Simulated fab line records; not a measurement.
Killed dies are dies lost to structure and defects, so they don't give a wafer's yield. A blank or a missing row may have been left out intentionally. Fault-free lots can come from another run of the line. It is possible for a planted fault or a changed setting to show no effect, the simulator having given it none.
Which tool did it? + flow nandHarc + Sampling: 6 lots, 18 wafers, 5 of 1302 route steps

== WHAT THE GAUGES READ, wafer by wafer ==
NHARC_END_SORT_01.
| lot  | measured     | on        | killedAtArray |
|------|--------------|-----------|---------------|
| L708 | day 29 08:16 | prober-01 | 46 49 41      |
| L717 | day 33 02:23 | prober-01 | 66 65 54      |

== WHICH TOOL RAN EACH LOT (tool, then ch and the chambers of the sampled wafers, then the start) ==
| lot  | NHARC_P_GATE_STRIP_111              | NHARC_P_GATE_STRIP_113              | NHARC_P_GATE_RTA_64             | NHARC_P_GATE_STRIP_67              |
|------|-------------------------------------|-------------------------------------|---------------------------------|------------------------------------|
| L699 | plasmaAsher-01 ch 0,1, day 6 17:18  | plasmaAsher-02 ch 0,1, day 6 20:40  | rtpAnneal-01 ch 0, day 6 21:58  | wetBench-01 ch 4,6,7, day 6 22:44  |
| L704 | plasmaAsher-01 ch 0,1, day 9 01:19  | plasmaAsher-02 ch 0,1, day 9 04:41  | rtpAnneal-02 ch 0, day 9 05:58  | wetBench-01 ch 0,1,5, day 9 06:46  |
| L708 | plasmaAsher-01 ch 0,1, day 10 07:10 | plasmaAsher-01 ch 0,1, day 10 10:20 | rtpAnneal-02 ch 0, day 10 11:37 | wetBench-02 ch 1,2,5, day 10 12:25 |
| L712 | plasmaAsher-01 ch 0,1, day 11 17:49 | plasmaAsher-01 ch 0,1, day 11 21:17 | rtpAnneal-01 ch 0, day 11 22:34 | wetBench-01 ch 0,6,7, day 11 23:23 |
| L714 | plasmaAsher-02 ch 0,1, day 12 11:46 | plasmaAsher-01 ch 0,1, day 12 15:11 | rtpAnneal-02 ch 0, day 12 16:31 | wetBench-02 ch 1,2,7, day 12 17:28 |
| L717 | plasmaAsher-02 ch 0,1, day 13 17:44 | plasmaAsher-02 ch 0, day 13 21:20   | rtpAnneal-02 ch 0, day 13 22:36 | wetBench-07 ch 1,3,7, day 13 23:23 |
- NHARC_P_GATE_STRIP_111: strips in N2/H2, time 250 s.
- NHARC_P_GATE_STRIP_113: strips in N2/H2, time 740 s.
- NHARC_P_GATE_RTA_64: time 1 s.
- NHARC_P_GATE_STRIP_67: strips in SPM, time 600 s.

== THE ANSWER, worked out from the rows above alone ==
Rule: the usual values come from the lots themselves. The widest of any qualifying gaps counts: lots, ordered by their means at a reading, are off when they make up no more than a third of the lots, leave a main group of 4 or more, and stand apart from it by 3 or more times the standard deviation of that group's means. A main group is skipped when, at the precision printed for the reading in the tables above, its means are all equal. A lot without any number at a reading at which 4 lots or more have one is off too. All remaining lots with rows at the step are treated as sound.
No lot is off at any reading shown: from this, nothing can be told.

== WHAT THE SIMULATOR PUT IN ==
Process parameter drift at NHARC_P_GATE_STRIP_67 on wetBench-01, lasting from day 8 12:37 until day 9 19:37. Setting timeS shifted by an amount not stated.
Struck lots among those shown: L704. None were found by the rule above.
